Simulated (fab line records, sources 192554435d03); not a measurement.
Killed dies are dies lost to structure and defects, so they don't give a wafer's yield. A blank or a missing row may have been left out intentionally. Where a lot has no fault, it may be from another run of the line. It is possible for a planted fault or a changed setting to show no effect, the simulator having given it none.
fab line records | flow n5_finfet | part 2 of 2: steps 17 to 17 of 17
record: lots: 6 wafers: 17 last_day: 18
route steps=1938 shown BEOL_M0_CUTY@708 BEOL_M0@715 BEOL_M4@1111 PASSIVATION@1936
lots untouched by any fault: they come from a run of this same line in which no faults occurred
start_h: the number of hours between the record's first day and the start of the first shown wafer of the lot | wait_h: hours elapsed since this lot's preceding step | " unchanged from the row above | L1.1+2: one row covering several wafers at once | - no value, or no start given | * or withheld: withheld | < > ~ a bound
route shown NAME@n: NAME is a module with steps in the file, n the number in the route of the first one | usual: mean and standard deviation over wafers with no fault | same: alike in all rows | chamber/n: place in a boat | sites: the reading at each site | _std_site: their standard deviation | _edge_site: mean of outer sites minus mean of inner sites | radius_mm: for every site, how far away it sits from the centre of the wafer | mask NAME#n: copy n | behind: the tool/chamber that last shaped the wafer | hold: what put the lot on hold/how long, in hours/how the hold closed | device: whichever transistor did not switch (one of n, p or np) | end of line: at the end of the route, the tests of the same wafers | for a step that has no rows: nothing shown but its recipe | killed: dies that structure and defects cost at the first sort, which is not the same as the wafer's yield | map: a wafer's dies, x killed, . not, _ none there
set.NAME: the setting that was run; set.NAME@STEP: the one run at that earlier step | model.NAME: the simulator's own value behind a step, which no gauge read
lots at selected steps of the route; one table per step, one row per wafer
services: the hour from which a tool's chamber was out of use, counted from the record's first day as start_h (under 0 if before that day), plus the number of hours and why
== steps ==
step: N5_PASSIVATION_PROBE_49
usual: defect_limited_yield: 91.0/1.6 killed_at_M0_to_M3: 35/11 killed_at_M4_up: 14/5.3 killed_at_contacts: 13/6.7 killed_at_front_end: 41/12 killed_at_other: 3.9/2.7 killed_dies: 106/19 killed_open: 70/14 killed_short: 35/8.8 sort_bin_5_function: 5.3/1 sort_bin_6_memory: 3.3/0.81 sort_n_pass: 1073/19 sort_yield_pct: 91.0/1.6
same: gross_dies: 1180 killed_at_back_side: 0 sort_bin_4_leakage[%]: 0 sort_bin_8_speed[%]: 0
columns lot.wafer tool chamber start_h wait_h defect_limited_yield[%] killed_at_M0_to_M3 killed_at_M4_up killed_at_contacts killed_at_front_end killed_at_other killed_dies killed_open killed_short sort_bin_5_function[%] sort_bin_6_memory[%] sort_n_pass sort_yield_pct[%]
L556.1 prober-02 - 294.80 0.0 90.5 34 21 24 30 3 112 73 32 5.8 3.2 1068 90.5
L556.4 prober-02 - 294.95 0.2 92.0 29 20 18 24 3 94 73 18 4.6 3.1 1086 92.0
L556.5 prober-02 - 295.00 0.2 93.0 19 16 12 34 2 83 54 25 4.1 2.5 1097 93.0
L562.1 prober-01 - 323.98 0.0 91.5 32 9 3 55 1 100 66 33 4.9 3.3 1080 91.5
L562.2 prober-01 - 324.03 0.1 91.9 22 13 7 48 6 96 62 33 5.1 2.7 1084 91.9
L562.6 prober-01 - 324.23 0.3 89.7 43 6 23 45 5 122 72 50 5.8 3.9 1058 89.7
L565.1 prober-01 - 335.31 0.0 92.5 26 17 3 38 4 88 67 20 4.2 3.2 1092 92.5
L565.2 prober-01 - 335.36 0.1 91.4 35 18 5 39 5 102 68 34 5.1 3.2 1078 91.4
L565.4 prober-01 - 335.46 0.2 89.5 38 16 21 45 4 124 75 48 5.6 4.5 1056 89.5
L567.1 prober-01 - 343.75 0.0 90.3 35 11 26 36 7 115 79 34 5.6 4.0 1065 90.3
L567.2 prober-01 - 343.80 0.1 90.2 62 6 11 30 7 116 72 42 4.7 4.6 1064 90.2
L576.1 prober-01 - 413.30 0.0 89.9 32 16 17 46 8 119 79 37 6.4 3.1 1061 89.9
L576.4 prober-01 - 413.45 0.2 91.2 37 21 9 28 9 104 74 29 5.8 2.8 1076 91.2
L576.5 prober-01 - 413.50 0.2 89.7 47 14 10 48 3 122 83 36 5.2 4.7 1058 89.7
L577.1 prober-01 - 442.32 0.0 91.9 26 20 17 24 9 96 65 28 4.7 3.0 1084 91.9
L577.5 prober-01 - 442.52 0.2 90.2 35 22 12 46 1 116 86 28 5.3 4.1 1064 90.2
L577.6 prober-01 - 442.57 0.3 88.9 53 20 10 47 1 131 91 38 6.4 4.2 1049 88.9
killed by level:class
L556.1 MOL_CONTACT_COAG:geometric_particle:open=18 BEOL_M4:geometric_particle:open=11 BEOL_M2:geometric_particle:open=10 BEOL_M1:geometric_particle:open=9 FIN_SAQP:geometric_particle:open=7 BEOL_M2:geometric_particle:short=6 MOL_CONTACT_COAG:geometric_particle:short=6 GATE_CUT:geometric_particle:short=4
L556.4 MOL_CONTACT_COAG:geometric_particle:open=15 BEOL_M2:geometric_particle:open=13 BEOL_M4:geometric_particle:open=9 FIN_SAQP:geometric_particle:open=6 BEOL_M1:geometric_particle:open=6 BEOL_M3:geometric_particle:open=5 FIN_SAQP:geometric_particle:short=3 MOL_CONTACT_COAG:geometric_particle:short=3
L556.5 MOL_CONTACT_COAG:geometric_particle:open=10 FIN_SAQP:geometric_particle:open=7 STI_FIN_REVEAL:geometric_particle:open=7 BEOL_M4:geometric_particle:open=5 FIN_SAQP:geometric_particle:short=4 ILD0:geometric_particle:short=4 BEOL_M2:geometric_particle:open=4 BEOL_M0_SAQP:geometric_particle:open=3
L562.1 STI_FIN_REVEAL:geometric_particle:open=15 BEOL_M0_SAQP:geometric_particle:short=9 BEOL_M0_SAQP:geometric_particle:open=8 FIN_SAQP:geometric_particle:open=7 BEOL_M3:geometric_particle:open=7 STI_FIN_REVEAL:geometric_particle:short=6 STARTING-WAFER:geometric_particle:open=5 FIN_SAQP:geometric_particle:short=4
L562.2 STI_FIN_REVEAL:geometric_particle:open=14 BEOL_M0_SAQP:geometric_particle:short=10 FIN_SAQP:geometric_particle:open=9 FIN_SAQP:geometric_particle:short=8 DUMMY_GATE:geometric_particle:open=7 MOL_CONTACT_COAG:geometric_particle:open=7 BEOL_M5:geometric_particle:open=6 BEOL_M0_SAQP:geometric_particle:open=4
L562.6 MOL_CONTACT_COAG:geometric_particle:open=14 BEOL_M0_SAQP:geometric_particle:short=14 FIN_SAQP:geometric_particle:open=9 MOL_CONTACT_COAG:geometric_particle:short=9 BEOL_M2:geometric_particle:open=9 FIN_SAQP:geometric_particle:short=8 STI_FIN_REVEAL:geometric_particle:open=7 STARTING-WAFER:geometric_particle:open=6
L565.1 STI_FIN_REVEAL:geometric_particle:open=14 BEOL_M4:geometric_particle:open=10 FIN_SAQP:geometric_particle:open=8 BEOL_M3:geometric_particle:open=8 BEOL_M1:geometric_particle:open=7 FIN_SAQP:geometric_particle:short=4 MOL_CONTACT_COAG:geometric_particle:open=3 BEOL_M0_SAQP:geometric_particle:open=3
L565.2 BEOL_M4:geometric_particle:open=12 BEOL_M0_SAQP:geometric_particle:open=11 FIN_SAQP:geometric_particle:short=10 BEOL_M0_SAQP:geometric_particle:short=10 FIN_SAQP:geometric_particle:open=9 BEOL_M0:geometric_particle:open=6 STI_FIN_REVEAL:geometric_particle:open=5 DUMMY_GATE:geometric_particle:open=5
L565.4 STI_FIN_REVEAL:geometric_particle:open=16 MOL_CONTACT_COAG:geometric_particle:open=14 BEOL_M0_SAQP:geometric_particle:short=14 FIN_SAQP:geometric_particle:short=9 MOL_CONTACT_COAG:geometric_particle:short=7 DUMMY_GATE:geometric_particle:open=6 BEOL_M0_SAQP:geometric_particle:open=6 BEOL_M4:geometric_particle:open=6
L567.1 MOL_CONTACT_COAG:geometric_particle:open=20 BEOL_M2:geometric_particle:open=14 FIN_SAQP:geometric_particle:short=7 FIN_SAQP:geometric_particle:open=7 BEOL_M3:geometric_particle:open=7 MOL_CONTACT_COAG:geometric_particle:short=6 BEOL_M1:geometric_particle:open=6 DUMMY_GATE:geometric_particle:open=5
L567.2 BEOL_M2:geometric_particle:open=16 BEOL_M1:geometric_particle:open=10 BEOL_M3:geometric_particle:open=9 BEOL_M2:geometric_particle:short=8 FIN_SAQP:geometric_particle:open=7 MOL_CONTACT_COAG:geometric_particle:open=7 STI_FIN_REVEAL:geometric_particle:open=6 BEOL_M0_SAQP:geometric_particle:short=6
L576.1 MOL_CONTACT_COAG:geometric_particle:open=14 BEOL_M4:geometric_particle:open=10 BEOL_M1:geometric_particle:open=9 BEOL_M3:geometric_particle:open=8 FIN_SAQP:geometric_particle:open=7 BEOL_M3:geometric_particle:short=6 DUMMY_GATE:geometric_particle:open=5 GATE_CUT:geometric_particle:short=5
L576.4 BEOL_M1:geometric_particle:open=15 BEOL_M4:geometric_particle:open=13 BEOL_M2:geometric_particle:open=7 MOL_CONTACT_COAG:geometric_particle:open=6 GATE_CUT:geometric_particle:short=5 PAD_METAL:geometric_particle:open=5 FIN_SAQP:geometric_particle:open=4 GATE_CUT:geometric_particle:open=4
L576.5 BEOL_M1:geometric_particle:open=15 BEOL_M3:geometric_particle:open=14 FIN_SAQP:geometric_particle:open=10 FIN_SAQP:geometric_particle:short=9 MOL_CONTACT_COAG:geometric_particle:open=9 BEOL_M1:geometric_particle:short=7 BEOL_M4:geometric_particle:open=6 STI_FIN_REVEAL:geometric_particle:open=5
L577.1 MOL_CONTACT_COAG:geometric_particle:open=15 BEOL_M4:geometric_particle:open=11 BEOL_M0_SAQP:geometric_particle:open=8 FIN_SAQP:geometric_particle:short=6 BEOL_M3:geometric_particle:open=5 BEOL_M1:geometric_particle:open=4 FIN_SAQP:geometric_particle:open=3 DUMMY_GATE:geometric_particle:open=3
L577.5 BEOL_M4:geometric_particle:open=13 FIN_SAQP:geometric_particle:short=11 MOL_CONTACT_COAG:geometric_particle:open=11 STI_FIN_REVEAL:geometric_particle:open=8 BEOL_M2:geometric_particle:open=8 BEOL_M0_SAQP:geometric_particle:open=8 FIN_SAQP:geometric_particle:open=7 BEOL_M1:geometric_particle:open=7
L577.6 BEOL_M3:geometric_particle:open=15 STI_FIN_REVEAL:geometric_particle:open=13 BEOL_M1:geometric_particle:open=12 BEOL_M4:geometric_particle:open=10 BEOL_M2:geometric_particle:open=8 BEOL_M0_SAQP:geometric_particle:short=7 FIN_SAQP:geometric_particle:short=6 DUMMY_GATE:geometric_particle:open=5
== services ==
columns tool chamber start_h hours kind
rie_diel-05 2 89.97 4.8 repair
rie_diel-05 2 95.16 - clean
rie_diel-05 2 95.16 - consumable_replace:focus_ring
rie_diel-05 2 95.16 - consumable_replace:showerhead
rie_diel-05 2 95.16 32.9 scheduled_down
rie_diel-05 2 95.16 32.9 vent_cycle
rie_diel-04 1 106.99 5.1 repair
rie_diel-05 0 147.50 7.9 repair
rie_diel-04 2 158.73 9.8 repair
rie_diel-05 1 182.10 - clean
rie_diel-05 1 182.10 - consumable_replace:focus_ring
rie_diel-05 1 182.10 14.4 scheduled_down
rie_diel-05 1 182.10 14.4 vent_cycle
rie_diel-05 2 186.93 18.4 repair
rie_diel-06 1 194.90 14.0 repair
rie_diel-06 2 211.29 - clean
rie_diel-06 2 211.29 - consumable_replace:focus_ring
rie_diel-04 2 221.50 5.6 repair
rie_diel-04 2 227.60 7.5 repair
rie_diel-05 3 240.19 - clean
rie_diel-05 3 240.19 - consumable_replace:focus_ring
rie_diel-05 3 240.19 20.8 scheduled_down
rie_diel-05 3 240.19 20.8 vent_cycle
rie_diel-04 - 246.59 4.3 pm
